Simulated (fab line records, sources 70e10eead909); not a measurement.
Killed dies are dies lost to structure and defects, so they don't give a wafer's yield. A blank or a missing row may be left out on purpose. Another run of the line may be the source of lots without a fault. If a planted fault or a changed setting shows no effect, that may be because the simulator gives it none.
Commonality check across tools / flow nand-harc / Sampled: 3 lots, 9 wafers

## THE REASON FOR OPENING IT
Flagged at NHARC_END_SORT_01: reading killed-at-periphery, on 3 of 3 lots. Wafers without a fault read 3.2, standard deviation 2.
Rule: a lot gets a flag if all its wafers with a number sit over 4 standard deviations from that mean, or if no wafer of it has a number. The other lots count as sound.

lot=L159; measured=day 20 04:15; on=prober-02; killed-at-periphery, wafer by wafer=658 654 655; flag=FLAGGED
lot=L163; measured=day 21 04:48; on=prober-01; killed-at-periphery, wafer by wafer=645 638 644; flag=FLAGGED
lot=L164; measured=day 21 07:18; on=prober-02; killed-at-periphery, wafer by wafer=663 659 660; flag=FLAGGED
Averaged over the flagged lots the numbers come to 652.9, +649.7 from the usual (+99 or more standard deviations).

## LOT BY LOT: THE TOOL USED
3 process steps preceding the reading are held in the record, out of 1159 steps in the route. Each cell gives the tool, then ch followed by the chambers the sampled wafers passed through, then the start.
lot=L159; flag=FLAGGED; NHARC_P_ZERO_WELL_RTA_42=rtp-anneal-01 ch 0, day 2 06:59; NHARC_P_STI_HM_DEP_30=lpcvd-01 ch 1, day 2 16:41; NHARC_P_GATE_ETCH_32=no row
lot=L163; flag=FLAGGED; NHARC_P_ZERO_WELL_RTA_42=rtp-anneal-02 ch 0, day 3 07:09; NHARC_P_STI_HM_DEP_30=lpcvd-02 ch 1, day 3 21:17 and lpcvd-01 ch 1, day 4 01:46; NHARC_P_GATE_ETCH_32=no row
lot=L164; flag=FLAGGED; NHARC_P_ZERO_WELL_RTA_42=rtp-anneal-01 ch 0, day 3 13:46; NHARC_P_STI_HM_DEP_30=lpcvd-01 ch 0, day 4 01:46; NHARC_P_GATE_ETCH_32=no row
What these steps do:
- NHARC_P_ZERO_WELL_RTA_42: time 300 s.
- NHARC_P_STI_HM_DEP_30: deposits Si3N4, target thk 80 nm, time 873 s.
- NHARC_P_GATE_ETCH_32: etches the open film in HBr/Cl2, target depth 150 nm, time 100.1 s.
- NHARC_END_SORT_01

## FLAGGED AGAINST TOTAL, ONE TOOL AT A TIME (gauges that did the reading follow at the end)
step=NHARC_P_ZERO_WELL_RTA_42; tool=rtp-anneal-01; lots run=2; flagged=2; share of the flagged lots=some; sound lots run after its first flagged lot=0
step=NHARC_P_ZERO_WELL_RTA_42; tool=rtp-anneal-02; lots run=1; flagged=1; share of the flagged lots=some; sound lots run after its first flagged lot=0
step=NHARC_P_STI_HM_DEP_30; tool=lpcvd-01; lots run=3; flagged=3; share of the flagged lots=all; sound lots run after its first flagged lot=0
step=NHARC_P_STI_HM_DEP_30; tool=lpcvd-02; lots run=1; flagged=1; share of the flagged lots=some; sound lots run after its first flagged lot=0
step=NHARC_END_SORT_01; tool=prober-01; lots run=1; flagged=1; share of the flagged lots=some; sound lots run after its first flagged lot=0
step=NHARC_END_SORT_01; tool=prober-02; lots run=2; flagged=2; share of the flagged lots=some; sound lots run after its first flagged lot=0

## WHAT THE TABLE ALLOWS
Rows of the table that ran each flagged lot: 1, that is lpcvd-01 at NHARC_P_STI_HM_DEP_30.
- lpcvd-01 at NHARC_P_STI_HM_DEP_30 ran 3 lots, 3 of them flagged. In this sample it ran no sound lot ahead of its first flagged lot, so there is no way to narrow down the start.
Left over: one tool, lpcvd-01 at NHARC_P_STI_HM_DEP_30.

## WHAT WAS PUT IN BY THE SIMULATOR
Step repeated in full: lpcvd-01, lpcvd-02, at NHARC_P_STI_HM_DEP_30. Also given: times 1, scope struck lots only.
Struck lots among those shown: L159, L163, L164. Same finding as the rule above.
